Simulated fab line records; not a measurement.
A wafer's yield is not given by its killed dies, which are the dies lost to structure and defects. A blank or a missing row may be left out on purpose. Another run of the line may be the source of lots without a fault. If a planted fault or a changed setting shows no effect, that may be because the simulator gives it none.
Comparing a struck lot with a sound one / flow nand-harc / 21 steps out of a route of 1159
Sound: wafers L517.3, L517.4, L517.6. Struck: wafer L524.6. (L524.1 of the same lot was not struck and is left out.) The cause comes at the end.
Order at every step that has rows: each side's tool, ch and its chambers, its first start. Under that, the readings that differ: sound wafers / struck wafers / difference of the means / sigmas: that difference in standard deviations of wafers without a fault.
alike: words and numbers the same on both sides, and readings whose means are apart by under 2 such deviations; not compared: readings that were withheld, readings missing a value for some wafer, numbers with overlapping values and no deviation given by the record, and bounds like >300 which may hide the same value.
A row with sigmas, a row that says differs or no value, or rows on one side alone: a step with any of these is where the two part. Numbers that don't overlap but have no deviation are shown without sigmas and don't part them. A reading that every wafer of one side lacks parts them only if that side has two wafers or more.

NHARC_A_CONTACT_CVD_19: deposits W, target thk 300 nm, time 802 s.
  sound on cvd-w-02 ch 0,1; struck on cvd-w-01 ch 1
reading=heater-power-outer-w (W); sound=242 270 274; struck=195; difference=-67; sigmas=-2
reading=heater-power-w (W); sound=412 516 509; struck=341; difference=-138; sigmas=-2
reading=throttle-valve-pct (%); sound=7.78 7.59 7.66; struck=8.37; difference=+0.69; sigmas=+4
  alike: mfc-ar-sccm, mfc-wf6-sccm
NHARC_A_CONTACT_CMP_20: polishes, t overpolish 30 s, target thk 300 nm.
  sound on cmp-01 ch 1,2,3, day 18 07:07; struck on cmp-02 ch 3, day 20 03:20
  alike: motor-current-A, overpolish-run-s, retaining-ring-pressure-frac, time-to-endpoint-s
  not compared: pad-life-wafers
following that, these wafers have no rows for 1 step: NHARC_A_CONTACT_SRD_22.
NHARC_A_CONTACT_INSPECT_23:
  sound: defect-inspect-01 at day 18 07:31; struck: defect-inspect-01 at day 20 03:40
  alike: raw-defect-count
then, 7 steps without rows for these wafers: NHARC_A_BLC_DEHYDRATE_00 (time 120 s); NHARC_A_BLC_HMDS_01 (time 30 s); NHARC_A_BLC_COAT_02 (time 75 s); NHARC_A_BLC_COAT_03 (time 65 s); NHARC_A_BLC_COAT_04 (resist thk 90 nm); NHARC_A_BLC_SOFTBAKE_05 (time 55 s); NHARC_A_BLC_EBR_06.
NHARC_A_BLC_EXPOSE_07: exposes mask A BLC, target cd 100 nm.
  sound on arfi-scanner-03 ch 0, day 18 07:46; struck on arfi-scanner-03 ch 0, day 20 04:02
  alike: mask
then, 2 steps without rows for these wafers: NHARC_A_BLC_PEB_08 (peb time 65 s); NHARC_A_BLC_DEVELOP_09 (develop time 35 s).
NHARC_A_BLC_CD_MEAS_10 targets a cd of 100 nm.
  sound on cd-sem-03 ch 0, day 18 07:54; struck on cd-sem-03 ch 0, day 20 04:10
reading=cd-nm (nm); sound=100.5 101.1 99.7; struck=98.8; difference=-1.6; sigmas=-3
NHARC_A_BLC_OVL_MEAS_11:
  sound: overlay-01 at day 18 07:59; struck: overlay-02 at day 20 04:16
  alike: overlay-x-nm, overlay-y-nm
NHARC_A_BLC_INSPECT_12:
  sound: defect-inspect-01 at day 18 08:01; struck: defect-inspect-02 at day 20 04:18
  alike: raw-defect-count
NHARC_A_BLC_DESCUM_15: chemistry O2, time 3 s.
  sound on rie-diel-02 ch 0,2, day 18 08:05; struck on rie-diel-12 ch 0, day 20 04:22
reading=drypump-motor-current-A (A); sound=5.5 5.4 5.5; struck=6.4; difference=+0.9; sigmas=+3
reading=model.A_BLC.cd-nm (nm); sound=99.96 101.3 99.28; struck=98.45; difference=-1.73; sigmas=
  alike: mfc-ar-sccm, oes-product-au, rf-vpp-V, showerhead-plenum-p-Torr, throttle-valve-pct
  not compared: rf-hours-counter-h
NHARC_A_BLC_ETCH_16: etches the open film in CF4, target depth 39 nm, time 65 s.
  sound on rie-diel-02 ch 1,2,3, day 18 08:10; struck on rie-diel-12 ch 1, day 20 04:35
reading=oes-product-au (a.u.); sound=1.010 1.006 1.014; struck=0.988; difference=-0.022; sigmas=-2
reading=rf-vpp-V (V); sound=148.9 148.8 152.1; struck=153.3; difference=+3.4; sigmas=+2
reading=model.A_BLC.cd-nm (nm); sound=100.2 101.3 99.1; struck=98.97; difference=-1.23; sigmas=
  alike: drypump-motor-current-A, mfc-ar-sccm, showerhead-plenum-p-Torr, throttle-valve-pct
  not compared: rf-hours-counter-h
NHARC_A_BLC_ETCH_17: etches the open film in N2/H2, target depth 390 nm, time 609.38 s.
  sound on rie-diel-02 ch 0,1,3; struck on rie-diel-12 ch 3
  alike: drypump-motor-current-A, mfc-ar-sccm, n2-flow-sccm, oes-product-au, rf-vpp-V, showerhead-plenum-p-Torr, throttle-valve-pct
  not compared: rf-hours-counter-h
-- record jumps: 2 days between struck wafers' starts before vs after; left off in module A_BLC, resumes in module END, first step shown is number 1159 of the route --
NHARC_END_SORT_01:
  sound on prober-02 ch 0, day 21 01:47; struck on prober-01 ch 0, day 22 11:17
  alike: killed-at-array, killed-at-other, killed-at-periphery, killed-dies, killed-open, killed-short

== WHERE THEY PART ==
First at NHARC_A_CONTACT_CVD_19; last, within this record, at NHARC_A_BLC_ETCH_16. Later steps at which nothing parts them and some readings are alike: NHARC_A_BLC_ETCH_17, NHARC_END_SORT_01.

WHY: the cause the simulator had injected
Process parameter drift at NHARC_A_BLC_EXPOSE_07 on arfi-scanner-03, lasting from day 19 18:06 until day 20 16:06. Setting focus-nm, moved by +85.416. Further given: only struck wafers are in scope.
